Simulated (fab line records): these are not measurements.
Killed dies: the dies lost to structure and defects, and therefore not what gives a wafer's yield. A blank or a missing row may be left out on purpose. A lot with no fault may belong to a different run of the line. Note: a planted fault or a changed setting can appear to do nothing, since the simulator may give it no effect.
Which tool did it? -- flow nandHarc -- Sampling: 23 lots, 69 wafers, 6 of 1302 route steps

## WHAT EACH GAUGE READ, for each wafer
NHARC_A_ONON_D2_THK_MEAS_21: measures by ellipsometry. Usual: 995 nm for thkNm, sd 9.6.
lot,measured,on,thkNm (nm),flag
L074,day 12 12:48,filmMetro-02,995 997 996,
L075,day 13 05:44,filmMetro-01,1001 1002 1001,
L076,day 13 05:44,filmMetro-02,1013 1010 1012,
L078,day 14 13:06,filmMetro-02,989 987 988,
L079,day 15 04:40,filmMetro-02,989 989 991,
L080,day 15 04:40,filmMetro-01,999 998 999,
L081,day 16 05:27,filmMetro-01,1009 1008 1011,
L082,day 16 05:28,filmMetro-02,986 988 987,
L083,day 16 21:19,filmMetro-01,997 999 999,
L084,day 17 14:01,filmMetro-02,1003 1002 1005,
L086,day 17 14:00,filmMetro-02,975 977 975,
L085,day 17 14:01,filmMetro-02,1001 1000 1000,
L087,day 18 02:04,filmMetro-02,995 993 992,
L088,day 18 22:00,filmMetro-02,1000 1000 999,
L089,day 19 08:10,filmMetro-02,988 988 988,
L090,day 19 14:31,filmMetro-01,1013 1010 1011,
L091,day 20 15:33,filmMetro-01,997 996 995,
L092,day 20 18:58,filmMetro-02,999 998 998,
L094,day 21 05:08,filmMetro-02,988 987 989,
L093,day 21 05:08,filmMetro-01,992 992 992,
L095,day 22 00:03,filmMetro-01,976 974 975,
L097,day 22 12:19,filmMetro-01,981 981 981,
L096,day 22 12:19,filmMetro-02,1005 1006 1004,

## WHAT TOOL EACH LOT RAN ON (gives the tool, then ch and the chambers of the sampled wafers, and finally the start)
lot,NHARC_A_CHANNEL_HOLE_D1_ETCH_22,NHARC_A_CHANNEL_HOLE_D1_ETCH_24,NHARC_A_CHANNEL_HOLE_D1_ETCH_44,NHARC_A_CHANNEL_FILL_D1_ALD_14,NHARC_A_CHANNEL_FILL_D1_CMP_10
L074,"harEtch-01 ch 0,1, day 8 11:10","harEtch-01 ch 0,1, day 8 12:30","rieDiel-10 ch 0,2,3, day 8 14:51","aldHk-03 ch 0,2, day 8 22:14","cmp-01 ch 1,2,3, day 10 14:49"
L075,"harEtch-02 ch 0,1, day 9 00:46","harEtch-02 ch 0,1, day 9 02:02","rieDiel-10 ch 1,3, day 9 05:04","aldHk-01 ch 0,2, day 9 13:16","cmp-02 ch 0,2,3, day 11 06:51"
L076,"harEtch-01 ch 0,1, day 9 01:13","harEtch-01 ch 0,1, day 9 02:30","rieDiel-04 ch 0,1, day 9 05:08","aldHk-02 ch 0,1,3, day 9 13:20","cmp-03 ch 0,2,3, day 11 06:56"
L078,"harEtch-01 ch 0,1, day 10 02:05","harEtch-01 ch 0,1, day 10 03:25","rieDiel-01 ch 1,2, day 10 05:46","aldHk-01 ch 0,3, day 10 14:43","cmp-02 ch 0,3, day 12 10:28"
L079,"harEtch-01 ch 0,1, day 10 19:02","harEtch-01 ch 0,1, day 10 20:23","rieDiel-10 ch 2,3, day 10 22:35","aldHk-03 ch 0,2,3, day 11 06:50","cmp-01 ch 0,3, day 12 23:11"
L080,"harEtch-02 ch 0,1, day 10 21:22","harEtch-02 ch 0,1, day 10 22:41","rieDiel-10 ch 1,2,3, day 11 01:02","aldHk-01 ch 0,2,3, day 11 06:46","cmp-02 ch 0,1,3, day 12 23:13"
L081,"harEtch-02 ch 0,1, day 11 16:55","harEtch-02 ch 0,1, day 11 18:13","rieDiel-10 ch 0,1,3, day 11 21:03","aldHk-01 ch 0,2,3, day 12 05:17","cmp-03 ch 0,3, day 14 04:11"
L082,"harEtch-01 ch 0,1, day 11 22:10","harEtch-01 ch 0,1, day 11 23:26","rieDiel-10 ch 0,2,3, day 12 02:01","aldHk-01 ch 0,1,2, day 12 10:11","cmp-03 ch 0,2,3, day 14 00:30"
L083,"harEtch-02 ch 0,1, day 12 14:10","harEtch-02 ch 0,1, day 12 15:27","rieDiel-10 ch 0,1, day 12 17:55","aldHk-01 ch 0,1,3, day 13 02:08","cmp-01 ch 0,2, day 14 18:44"
L084,"harEtch-01 ch 0,1, day 12 21:17","harEtch-01 ch 0,1, day 12 22:34","rieDiel-01 ch 0,2, day 13 01:16","aldHk-02 ch 0,1,3, day 13 10:28","cmp-02 ch 0,1, day 15 12:11"
L086,"harEtch-01 ch 0,1, day 13 07:47","harEtch-01 ch 0,1, day 13 09:03","rieDiel-04 ch 1,2,3, day 13 11:40","aldHk-02 ch 0,2,3, day 13 20:34","cmp-02 ch 0,1,2, day 15 16:02"
L085,"harEtch-02 ch 0,1, day 13 08:12","harEtch-02 ch 0,1, day 13 09:29","rieDiel-10 ch 0,3, day 13 11:58","aldHk-01 ch 0,2, day 14 01:06","cmp-03 ch 0,1,3, day 15 16:02"
L087,"harEtch-01 ch 0,1, day 14 00:14","harEtch-01 ch 0,1, day 14 01:34","rieDiel-10 ch 0,1, day 14 03:58","aldHk-01 ch 1,2, day 14 12:20","cmp-01 ch 2,3, day 16 07:17"
L088,"harEtch-01 ch 0,1, day 14 14:49","harEtch-01 ch 0,1, day 14 16:11","rieDiel-10 ch 0,3, day 14 18:24","aldHk-02 ch 0,1,2, day 15 03:05","cmp-02 ch 0,3, day 16 22:20"
L089,"harEtch-01 ch 0,1, day 14 22:04","harEtch-01 ch 0,1, day 14 23:19","rieDiel-10 ch 0,1,2, day 15 01:55","aldHk-02 ch 1,2,3, day 15 10:05","cmp-03 ch 0,2,3, day 17 07:06"
L090,"harEtch-01 ch 0,1, day 15 12:37","harEtch-01 ch 0,1, day 15 13:57","rieDiel-10 ch 0,1,2, day 15 16:17","aldHk-02 ch 1,3, day 16 00:27","cmp-01 ch 1,2, day 17 16:58"
L091,"harEtch-02 ch 0, day 16 03:02","harEtch-02 ch 0, day 16 04:19","rieDiel-01 ch 0,2,3, day 16 07:08","aldHk-02 ch 0,2,3, day 16 15:22","cmp-02 ch 0,2,3, day 18 09:52"
L092,"harEtch-01 ch 0,1, day 16 09:26","harEtch-01 ch 0,1, day 16 10:42","rieDiel-10 ch 0,2,3, day 16 13:19","aldHk-02 ch 1,2,3, day 16 21:38","cmp-01 ch 0,1,3, day 18 17:32"
L094,"harEtch-01 ch 0,1, day 16 18:04","harEtch-01 ch 0,1, day 16 19:25","rieDiel-10 ch 0,1,3, day 16 21:39","aldHk-01 ch 0,2,3, day 17 06:05","cmp-01 ch 0,1,3, day 19 01:09"
L093,"harEtch-01 ch 0,1, day 16 21:56","harEtch-01 ch 0,1, day 16 23:11","rieDiel-10 ch 1,2,3, day 17 01:45","aldHk-01 ch 0,1,3, day 17 10:04","cmp-03 ch 0,1,3, day 19 01:08"
L095,"harEtch-02 ch 0, day 17 13:28","harEtch-02 ch 0, day 17 14:43","rieDiel-10 ch 1,3, day 17 17:18","aldHk-02 ch 0,3, day 18 01:27","cmp-03 ch 0,1,3, day 19 20:25"
L097,"harEtch-01 ch 0,1, day 18 02:43","harEtch-01 ch 0,1, day 18 03:59","rieDiel-04 ch 0,2,3, day 18 06:35","aldHk-01 ch 0,1,2, day 18 16:05","cmp-01 ch 1,2, day 20 09:31"
L096,"harEtch-02 ch 0,1, day 18 05:26","harEtch-02 ch 0,1, day 18 06:41","rieDiel-10 ch 0,1,3, day 18 09:18","aldHk-01 ch 1,3, day 18 16:14","cmp-02 ch 0,1,2, day 20 09:31"
- NHARC_A_CHANNEL_HOLE_D1_ETCH_22: etches the open film in C4F8/O2/Ar, time 666.7 s, target depth 1600 nm.
- NHARC_A_CHANNEL_HOLE_D1_ETCH_24: etches the open film in C4F8/O2/Ar, time 906.2 s, target depth 1500 nm.
- NHARC_A_CHANNEL_HOLE_D1_ETCH_44: etches the open film in CF4/O2, target depth 140 nm, overetch 14 nm, time 77 s.
- NHARC_A_CHANNEL_FILL_D1_ALD_14: deposits SiO2, target thk 2.5 nm, pulse time 10 s, ald cycles 25.
- NHARC_A_CHANNEL_FILL_D1_CMP_10: polishes, target thk 150 nm.

## WHAT THE TOOLS THEMSELVES READ (means of the sampled wafers that have a number; where no wafer has one, the mark that the record gives instead)
NHARC_A_CHANNEL_HOLE_D1_ETCH_22. Usual: drypumpMotorCurrentA 5.59 A, standard deviation 0.12; o2FlowSccm 35.70 sccm, standard deviation 0.1; showerheadPlenumPTorr 3.66 Torr, standard deviation 0.075; throttleValvePct 32.155 %, standard deviation 0.0087.
lot,tool,drypumpMotorCurrentA (A),o2FlowSccm (sccm),showerheadPlenumPTorr (Torr),throttleValvePct (%),flag
L074,harEtch-01,5.66,35.64,3.67,32.157,
L075,harEtch-02,5.54,35.65,3.67,32.149,
L076,harEtch-01,5.54,35.70,3.69,32.157,
L078,harEtch-01,5.57,35.64,3.68,32.149,
L079,harEtch-01,5.56,35.72,3.68,32.144,
L080,harEtch-02,5.52,35.71,3.65,32.155,
L081,harEtch-02,5.53,35.68,3.65,32.154,
L082,harEtch-01,5.66,35.72,3.64,32.157,
L083,harEtch-02,5.57,35.71,3.66,32.152,
L084,harEtch-01,5.58,35.74,3.66,32.157,
L086,harEtch-01,5.66,35.83,3.63,32.152,
L085,harEtch-02,5.52,35.74,3.63,32.153,
L087,harEtch-01,5.56,35.60,3.65,32.153,
L088,harEtch-01,5.57,35.73,3.65,32.153,
L089,harEtch-01,5.65,35.61,3.62,32.160,
L090,harEtch-01,5.56,35.64,3.65,32.147,
L091,harEtch-02,5.62,35.66,3.65,32.159,
L092,harEtch-01,5.66,35.75,3.61,32.151,
L094,harEtch-01,5.64,35.75,3.60,32.148,
L093,harEtch-01,5.65,35.64,3.60,32.156,
L095,harEtch-02,5.62,35.75,3.64,32.160,
L097,harEtch-01,5.64,35.72,3.59,32.149,
L096,harEtch-02,5.56,35.75,3.73,32.158,

NHARC_A_CHANNEL_HOLE_D1_ETCH_24. Usual: drypumpMotorCurrentA 5.59 A, standard deviation 0.12; o2FlowSccm 31.19 sccm, standard deviation 0.086; showerheadPlenumPTorr 3.65 Torr, standard deviation 0.075; throttleValvePct 32.235 %, standard deviation 0.0092.
lot,tool,drypumpMotorCurrentA (A),o2FlowSccm (sccm),showerheadPlenumPTorr (Torr),throttleValvePct (%),flag
L074,harEtch-01,5.67,31.23,3.66,32.235,
L075,harEtch-02,5.53,31.21,3.66,32.233,
L076,harEtch-01,5.59,31.08,3.69,32.237,
L078,harEtch-01,5.55,31.30,3.68,32.229,
L079,harEtch-01,5.54,31.21,3.67,32.238,
L080,harEtch-02,5.53,31.28,3.65,32.233,
L081,harEtch-02,5.53,31.17,3.64,32.239,
L082,harEtch-01,5.66,31.14,3.63,32.231,
L083,harEtch-02,5.57,31.21,3.65,32.243,
L084,harEtch-01,5.57,31.17,3.66,32.224,
L086,harEtch-01,5.65,31.19,3.62,32.234,
L085,harEtch-02,5.52,31.15,3.63,32.245,
L087,harEtch-01,5.57,31.21,3.65,32.239,
L088,harEtch-01,5.54,31.33,3.65,32.224,
L089,harEtch-01,5.64,31.18,3.61,32.237,
L090,harEtch-01,5.55,31.27,3.64,32.237,
L091,harEtch-02,5.61,31.16,3.64,32.240,
L092,harEtch-01,5.66,31.16,3.60,32.225,
L094,harEtch-01,5.65,31.25,3.60,32.229,
L093,harEtch-01,5.64,31.21,3.59,32.240,
L095,harEtch-02,5.62,31.19,3.64,32.245,
L097,harEtch-01,5.64,31.16,3.58,32.245,
L096,harEtch-02,5.57,31.13,3.73,32.241,

NHARC_A_CHANNEL_HOLE_D1_ETCH_44. Usual: drypumpMotorCurrentA is 5.5 A with standard deviation 0.3, o2FlowSccm is 20.01 sccm with standard deviation 0.06, oes_ar_750_au is 0.999 a.u. with standard deviation 0.004, oesProductAu is 1.001 a.u. with standard deviation 0.011, rfVppV is 197.6 V with standard deviation 1.2, showerheadPlenumPTorr is 1.33 Torr with standard deviation 0.043, and throttleValvePct is 13.397 % with standard deviation 0.01.
lot,tool,drypumpMotorCurrentA (A),o2FlowSccm (sccm),oes_ar_750_au (a.u.),oesProductAu (a.u.),rfVppV (V),showerheadPlenumPTorr (Torr),throttleValvePct (%),flag
L074,rieDiel-10,5.5,20.01,0.996,0.998,197.9,1.33,13.403,
L075,rieDiel-10,5.3,20.05,0.999,1.017,196.9,1.29,13.395,
L076,rieDiel-04,5.7,20.03,0.993,0.992,198.9,1.43,13.387,
L078,rieDiel-01,5.9,19.91,1.000,1.000,197.1,1.32,13.385,
L079,rieDiel-10,5.6,19.94,0.997,1.019,197.0,1.31,13.396,
L080,rieDiel-10,5.5,20.03,1.001,1.006,197.1,1.30,13.399,
L081,rieDiel-10,5.4,20.00,0.997,1.002,197.4,1.32,13.384,
L082,rieDiel-10,5.6,19.97,0.998,0.996,197.8,1.33,13.392,
L083,rieDiel-10,5.2,20.00,1.001,0.998,198.2,1.34,13.395,
L084,rieDiel-01,5.7,20.05,0.996,1.006,197.9,1.33,13.416,
L086,rieDiel-04,5.6,20.06,1.004,0.995,198.9,1.38,13.409,
L085,rieDiel-10,5.4,20.03,1.000,0.997,197.6,1.35,13.406,
L087,rieDiel-10,5.2,20.03,0.998,0.999,197.3,1.31,13.398,
L088,rieDiel-10,5.6,20.04,1.003,0.997,198.1,1.32,13.406,
L089,rieDiel-10,5.3,20.04,1.002,1.002,197.8,1.32,13.393,
L090,rieDiel-10,5.3,19.99,1.001,0.998,196.8,1.32,13.401,
L091,rieDiel-01,5.9,20.02,1.000,1.013,196.5,1.33,13.393,
L092,rieDiel-10,5.5,20.00,0.999,0.991,197.9,1.33,13.396,
L094,rieDiel-10,5.4,20.06,0.999,1.007,197.1,1.32,13.400,
L093,rieDiel-10,5.5,19.92,0.999,1.001,197.4,1.29,13.397,
L095,rieDiel-10,5.3,20.00,1.001,0.998,196.1,1.29,13.402,
L097,rieDiel-04,5.7,20.06,0.997,0.995,199.1,1.38,13.387,
L096,rieDiel-10,5.4,20.04,1.001,1.005,196.9,1.31,13.392,

NHARC_A_CHANNEL_FILL_D1_ALD_14. Usual: heaterPowerW 488 W, standard deviation 32; precursorPulseHeightRel 0.998, standard deviation 0.018.
lot,tool,heaterPowerW (W),precursorPulseHeightRel,flag
L074,aldHk-03,468,0.993,
L075,aldHk-01,461,0.989,
L076,aldHk-02,483,0.998,
L078,aldHk-01,482,1.021,
L079,aldHk-03,474,1.005,
L080,aldHk-01,482,0.981,
L081,aldHk-01,485,0.977,
L082,aldHk-01,478,1.001,
L083,aldHk-01,508,1.005,
L084,aldHk-02,487,0.991,
L086,aldHk-02,481,1.008,
L085,aldHk-01,480,1.003,
L087,aldHk-01,518,1.000,
L088,aldHk-02,478,0.997,
L089,aldHk-02,475,0.990,
L090,aldHk-02,468,0.983,
L091,aldHk-02,471,0.997,
L092,aldHk-02,478,1.004,
L094,aldHk-01,492,0.984,
L093,aldHk-01,514,0.988,
L095,aldHk-02,473,1.004,
L097,aldHk-01,499,0.999,
L096,aldHk-01,534,0.994,

NHARC_A_CHANNEL_FILL_D1_CMP_10. Usual: edgeZonePressureFrac 1.000, standard deviation 0.0051; motorCurrentA 12.2 A, standard deviation 1; retainingRingPressureFrac 1.001, standard deviation 0.0048; timeToEndpointS 14.6 s, standard deviation 2.7.
lot,tool,edgeZonePressureFrac,motorCurrentA (A),retainingRingPressureFrac,timeToEndpointS (s),flag
L074,cmp-01,1.000,12.7,0.999,13.2,
L075,cmp-02,1.002,13.0,1.002,13.0,
L076,cmp-03,1.000,11.7,1.012,15.5,
L078,cmp-02,0.995,12.8,0.999,12.2,
L079,cmp-01,1.000,12.5,1.003,14.5,
L080,cmp-02,1.000,13.0,0.998,14.8,
L081,cmp-03,1.002,12.0,0.996,13.9,
L082,cmp-03,1.001,12.0,0.998,13.8,
L083,cmp-01,1.002,11.7,1.000,16.9,
L084,cmp-02,1.000,12.4,1.002,16.4,
L086,cmp-02,0.996,11.7,0.998,17.6,
L085,cmp-03,1.002,12.2,0.999,15.2,
L087,cmp-01,1.000,12.6,1.002,15.2,
L088,cmp-02,0.995,14.2,1.000,14.3,
L089,cmp-03,1.001,12.1,1.002,13.1,
L090,cmp-01,0.998,12.1,1.001,14.2,
L091,cmp-02,1.004,12.6,1.000,16.1,
L092,cmp-01,1.006,12.0,1.000,14.3,
L094,cmp-01,0.999,12.1,1.002,14.7,
L093,cmp-03,1.000,12.1,0.996,9.7,
L095,cmp-03,1.000,12.4,1.002,13.6,
L097,cmp-01,1.003,12.0,1.003,17.2,
L096,cmp-02,0.998,11.9,1.004,15.0,

## THE ANSWER, worked out from the rows above alone
Rule: lot off if the mean of its wafers having a number is beyond 3 standard deviations from the usual mean. Also off: a lot with no number at a reading for which 4 or more lots have one. The other lots that the step has rows for count as sound. Order of review: gauges by route order, followed by the tools' own readings, for which a lot's mean as printed above is used. The first step at which some lot is off is used, and at that step the reading that is off furthest; a lot without a number counts as furthest.
No lot is off at any reading shown: from this, nothing can be told.

## WHAT THE SIMULATOR PUT IN
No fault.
